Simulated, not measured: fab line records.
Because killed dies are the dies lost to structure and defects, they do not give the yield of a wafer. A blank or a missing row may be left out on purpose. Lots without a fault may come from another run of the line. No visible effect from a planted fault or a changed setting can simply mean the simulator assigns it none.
Chamber matching || flow nand_harc || NHARC_A_STAIRCASE_ETCH_169 on rie_diel-07 has 4 sister chambers
The step etches the open film in CH3F/O2, target depth 50 nm, time 107.1 s. 7 wafers are shown with their chamber, then 9 later ones without.

EACH WAFER AND ITS CHAMBER
{"wafer": "L082.4", "chamber": 0, "drypump_motor_current_A (A)": 6.3, "showerhead_plenum_p_Torr (Torr)": 2.39}
{"wafer": "L085.2", "chamber": 3, "drypump_motor_current_A (A)": 5.4, "showerhead_plenum_p_Torr (Torr)": 2.50}
{"wafer": "L085.3", "chamber": 1, "drypump_motor_current_A (A)": 5.7, "showerhead_plenum_p_Torr (Torr)": 2.46}
{"wafer": "L085.4", "chamber": 0, "drypump_motor_current_A (A)": 6.3, "showerhead_plenum_p_Torr (Torr)": 2.39}
{"wafer": "L086.1", "chamber": 1, "drypump_motor_current_A (A)": 5.7, "showerhead_plenum_p_Torr (Torr)": 2.46}
{"wafer": "L086.4", "chamber": 2, "drypump_motor_current_A (A)": 6.6, "showerhead_plenum_p_Torr (Torr)": 2.49}
{"wafer": "L086.5", "chamber": 3, "drypump_motor_current_A (A)": 5.3, "showerhead_plenum_p_Torr (Torr)": 2.49}

WAFERS WITHOUT THEIR CHAMBER
{"wafer": "L092.3", "drypump_motor_current_A (A)": 6.7, "showerhead_plenum_p_Torr (Torr)": 2.48}
{"wafer": "L092.5", "drypump_motor_current_A (A)": 6.3, "showerhead_plenum_p_Torr (Torr)": 2.38}
{"wafer": "L092.6", "drypump_motor_current_A (A)": 5.4, "showerhead_plenum_p_Torr (Torr)": 2.48}
{"wafer": "L094.1", "drypump_motor_current_A (A)": 5.4, "showerhead_plenum_p_Torr (Torr)": 2.48}
{"wafer": "L094.2", "drypump_motor_current_A (A)": 6.3, "showerhead_plenum_p_Torr (Torr)": 2.37}
{"wafer": "L094.3", "drypump_motor_current_A (A)": 5.7, "showerhead_plenum_p_Torr (Torr)": 2.45}
{"wafer": "L093.1", "drypump_motor_current_A (A)": 6.3, "showerhead_plenum_p_Torr (Torr)": 2.37}
{"wafer": "L093.2", "drypump_motor_current_A (A)": 6.6, "showerhead_plenum_p_Torr (Torr)": 2.48}
{"wafer": "L093.3", "drypump_motor_current_A (A)": 5.4, "showerhead_plenum_p_Torr (Torr)": 2.48}

WHICH CHAMBER EACH WENT THROUGH
{"wafer": "L092.3", "from the rows above": 2, "in truth": 2}
{"wafer": "L092.5", "from the rows above": 0, "in truth": 0}
{"wafer": "L092.6", "from the rows above": 3, "in truth": 3}
{"wafer": "L094.1", "from the rows above": 3, "in truth": 3}
{"wafer": "L094.2", "from the rows above": 0, "in truth": 0}
{"wafer": "L094.3", "from the rows above": 1, "in truth": 1}
{"wafer": "L093.1", "from the rows above": 0, "in truth": 0}
{"wafer": "L093.2", "from the rows above": 2, "in truth": 2}
{"wafer": "L093.3", "from the rows above": 3, "in truth": 3}
Placed correctly: 9 of 9. From these rows, 0 cannot be placed. Placed wrongly: 0.
How it was worked out, from the rows above alone: a wafer's distance from a chamber is the root of the sum, over the readings, of the square of ((its reading less the chamber's mean) divided by the reading's scatter). If the next closest chamber is less than 2 further off than the closest, the wafer can't be placed; otherwise it belongs to the closest. Each chamber's mean is taken over the wafers shown for it. The scatter is the square root of a quotient: the sum, over the shown wafers, of each reading's squared deviation from its chamber's mean, divided by wafers minus chambers.
